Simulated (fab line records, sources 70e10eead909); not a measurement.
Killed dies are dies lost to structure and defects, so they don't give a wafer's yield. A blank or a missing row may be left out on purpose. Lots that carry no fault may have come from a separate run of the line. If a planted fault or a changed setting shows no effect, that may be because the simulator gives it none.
3 desks, one fault / flow nand-harc / only its own numbers are on each desk; what lay behind them is given at the end

== THE TOOL OWNER'S DESK: arfi-scanner-02 ==
The tool's own readings at NHARC_P_GATE_EXPOSE_23 (exposes mask P GATE, target cd 120 nm): means of the sampled wafers that have a number, for each lot that ran on this tool. If a lot's mean is further than 4 standard deviations from the usual mean, the lot is out of limits and carries the mark OUT (the distance appears in the brackets).
Columns: A = exposure-dose-mJ-cm2 at NHARC_P_GATE_EXPOSE_23, usual 93.90; B = stage-vel-mm-s at NHARC_P_GATE_EXPOSE_23, usual 499.99 mm/s
lot=L947; first seen here=day 4 09:22; A=93.79; B=500.25
lot=L949; first seen here=day 5 11:21; A=93.83; B=500.21
lot=L956; first seen here=day 7 04:35; A=119.98 (+99 or more) OUT; B=499.76
lot=L962; first seen here=day 8 19:42; A=119.90 (+99 or more) OUT; B=499.82
This desk finds L956, L962 out of limits, L956 being first, at day 7 04:35 (exposure-dose-mJ-cm2 at NHARC_P_GATE_EXPOSE_23). L947, L949 stayed within limits.

== METROLOGY DESK ==
Means of the sampled wafers that have a number, per lot and without regard to the tool the lot ran on: this is what the gauges read. If a lot's mean is further than 4 standard deviations from the usual mean, the lot is out of limits and carries the mark OUT (the distance appears in the brackets).
Columns: A = trench-depth-nm at NHARC_P_STI_OCD_MEAS_17, usual 300 nm; B = trench-foot-cd-nm at NHARC_P_STI_OCD_MEAS_17, usual 157 nm; C = cd-nm at NHARC_P_GATE_CD_MEAS_26, usual 119.8 nm
lot=L947; first seen here=day 2 08:06; A=298; B=159; C=120.0
lot=L949; first seen here=day 3 03:18; A=296; B=157; C=119.4
lot=L952; first seen here=day 3 14:21; A=303; B=157; C=119.8
lot=L954; first seen here=day 4 06:17; A=298; B=157; C=118.5
lot=L956; first seen here=day 4 20:47; A=306; B=156; C=105.2 (-20) OUT
lot=L962; first seen here=day 6 10:59; A=302; B=155; C=105.4 (-20) OUT
lot=L964; first seen here=day 6 17:31; A=311; B=155; C=119.8
lot=L966; first seen here=day 7 05:42; A=295; B=157; C=119.3
lot=L967; first seen here=day 7 11:44; A=302; B=157; C=120.1
lot=L969; first seen here=day 8 01:50; A=295; B=156; C=119.6
lot=L970; first seen here=day 8 09:52; A=297; B=154; C=120.5
This desk finds L956, L962 out of limits, L956 being first, at day 7 04:43 (cd-nm at NHARC_P_GATE_CD_MEAS_26). L947, L949, L952, L954, L964, L966, L967, L969, L970 stayed within limits.

== THE DEFECT DESK ==
Inspection counts along the route, by lot: the mean over sampled wafers that carry a number. If a lot's mean is further than 4 standard deviations from the usual mean, the lot is out of limits and carries the mark OUT (the distance appears in the brackets).
Columns: A = raw-defect-count at NHARC_P_STI_INSPECT_11, usual 5.3
lot=L947; first seen here=day 2 07:25; A=7.3
lot=L949; first seen here=day 3 02:38; A=4.3
lot=L952; first seen here=day 3 13:41; A=3.0
lot=L954; first seen here=day 4 05:37; A=3.3
lot=L956; first seen here=day 4 20:07; A=3.0
lot=L962; first seen here=day 6 10:17; A=4.7
lot=L964; first seen here=day 6 16:51; A=4.0
lot=L966; first seen here=day 7 05:00; A=4.7
lot=L967; first seen here=day 7 11:05; A=5.0
lot=L969; first seen here=day 8 01:10; A=7.0
lot=L970; first seen here=day 8 09:12; A=5.3
This desk found nothing out of limits on any of the 11 lots.

== ALL TOGETHER ==
The tool owner's desk could have raised an alarm at day 7 04:35, on L956, L962.
The metrology desk could have raised an alarm at day 7 04:43, on L956, L962.
Nothing the defect desk looked at was out of limits.
The defect desk has L956, L962 on record, within its limits.
All the named lots went through NHARC_P_GATE_EXPOSE_23 on arfi-scanner-02.

== WHAT THE SIMULATOR HAD PUT IN ==
Drift in process parameters on arfi-scanner-02 at NHARC_P_GATE_EXPOSE_23, starting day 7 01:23. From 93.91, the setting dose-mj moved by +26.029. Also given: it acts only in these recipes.
Struck lots among those shown: L956, L962.
Delay (hours) between the fault's onset and each desk's first out-of-limits reading: 3 at the tool owner's desk, 3 at the metrology desk.
